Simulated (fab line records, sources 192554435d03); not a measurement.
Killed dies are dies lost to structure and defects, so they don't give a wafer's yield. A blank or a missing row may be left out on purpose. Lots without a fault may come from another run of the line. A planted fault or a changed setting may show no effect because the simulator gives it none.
A struck lot beside a sound one | flow n5_finfet | 14 steps out of a route of 1938
Sound: wafers L848.1, L848.4, L848.6. Struck: wafers L865.3, L865.4, L865.5. The cause comes at the end.
At each step with rows: each side's tool, then ch and its chambers, then its first start. Under that, the readings that differ: sound wafers | struck wafers | difference of the means | sigmas: that difference in standard deviations of wafers without a fault.
alike: readings whose means differ by less than 2 such deviations, and words and numbers that are the same on both sides. not compared: withheld readings, readings that some wafer has no value for, bounds like >300 that may hide the same value, and numbers for which the record gives no deviation and whose values overlap.
The two part at a step that has a row with sigmas, a row that says differs or no value, or rows on one side only. Numbers that don't overlap but have no deviation are shown without sigmas and don't part them. A reading that every wafer of one side lacks parts them only if that side has two wafers or more.

first, 3 steps without rows for these wafers: N5_SD_EPI_P_PRECLEAN_51 (cleans in NF3:NH3, afs cycles 1, time 20 s, sublimation time 60 s); N5_SD_EPI_P_VAPOR_ETCH_44 (etches SiGe30 in NF3/Ar, time 3.3 s); N5_SD_EPI_P_EPI_21 (deposits SiGe:B, time 355 s).
N5_SD_EPI_P_EPI_MEAS_23:
  sound on film_metro-01, day 4 05:22; struck on film_metro-02, day 8 09:01
  alike: thk_nm
then, 6 steps without rows for these wafers: N5_SD_EPI_P_HM_STRIP_48 (strips SiNx in H3PO4, material SiNx, target depth 3 nm); N5_SD_EPI_P_SRD_49 (time 30 s); N5_SD_EPI_P_PRECLEAN_24 (cleans in O3/DIW, time 45 s); N5_SD_EPI_P_PRECLEAN_32 (cleans in dHF, time 10 s); N5_SD_EPI_P_PRECLEAN_33 (cleans in SC2, time 45 s); N5_SD_EPI_P_SRD_25 (time 30 s).
N5_SD_EPI_P_INSPECT_26: inspects for defects (darkfield).
  sound on defect_inspect-02, day 4 05:32; struck on defect_inspect-02, day 8 09:11
  alike: raw_defect_count
N5_SD_ACTIVATION_RTA_00: time 0 s.
  sound on rtp_anneal-01 ch 0, day 4 05:50; struck on rtp_anneal-01 ch 0, day 8 09:16
  alike: lamp_power_pct, lamp_zone_5_pct, wafer_temp_C_max
N5_SD_ACTIVATION_LSA_01: time 0.0008 s.
  sound on laser_anneal-01 ch 0, day 4 06:02; struck on laser_anneal-01 ch 0, day 8 09:28
  reading          | sound                | struck               | difference | sigmas
  wafer_temp_C_max | 1083.7 1083.4 1084.1 | 1072.3 1072.9 1073.0 | -11.0      | -8
N5_PASSIVATION_PROBE_49:
  the record has rows for the sound wafers here (prober-01, day 12 20:50) and none for the struck ones

WHERE THEY PART
First at N5_SD_ACTIVATION_LSA_01; last, within this record, at N5_PASSIVATION_PROBE_49.

WHY: what the simulator had put in
Process parameter drift: laser_anneal-01, from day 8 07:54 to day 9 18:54, at N5_SD_ACTIVATION_LSA_01. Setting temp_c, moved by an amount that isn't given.
